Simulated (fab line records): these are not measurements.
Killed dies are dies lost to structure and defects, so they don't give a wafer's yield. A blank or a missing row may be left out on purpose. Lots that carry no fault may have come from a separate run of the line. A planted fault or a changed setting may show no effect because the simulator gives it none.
Matching of chambers -- flow n5_finfet -- cmp-03 running N5_ILD0_CMP_07: 4 sister chambers
The step polishes SiO2 flowable, stops on poly-Si, t overpolish 1.18 s, target thk 138.88 nm. 8 wafers are shown with their chamber, then 7 later ones without.

WAFERS, EACH WITH ITS CHAMBER
wafer,chamber,motor_current_A (A),retaining_ring_pressure_frac
L074.1,0,13.0,1.004
L083.6,1,10.4,1.006
L085.1,0,13.5,0.997
L086.1,2,15.2,1.005
L086.3,3,12.9,1.012
L086.6,2,13.8,1.005
L087.2,3,12.9,0.993
L087.5,1,10.2,0.997

WAFERS WHOSE CHAMBER IS MISSING
wafer,motor_current_A (A),retaining_ring_pressure_frac
L087.6,14.2,1.004
L089.1,14.8,1.000
L089.4,10.7,1.000
L089.6,14.4,1.001
L094.2,15.2,0.996
L094.3,10.3,0.994
L094.6,14.2,0.995

CHAMBER TAKEN BY EACH
wafer,from the rows above,in truth
L087.6,can't be placed: 2 or 0 or 3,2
L089.1,2,2
L089.4,1,1
L089.6,can't be placed: 2 or 0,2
L094.2,can't be placed: 2 or 0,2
L094.3,1,1
L094.6,can't be placed: 2 or 0 or 3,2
Correct placement for 3 of the 7. Not placeable from these rows: 4 (in 4, the candidates include the true chamber). Wrongly placed: 0.
How it was worked out, from the rows above alone: a wafer's distance from a chamber is the root of the sum, over the readings, of the square of ((its reading less the chamber's mean) divided by the reading's scatter). If the next closest chamber is less than 2 further off than the closest, the wafer can't be placed; otherwise it belongs to the closest. A chamber's mean is the mean of its shown wafers. How the scatter is found: for the shown wafers, subtract from each reading the mean of its chamber, square and add these, divide the total by (wafers less chambers), then take the root.
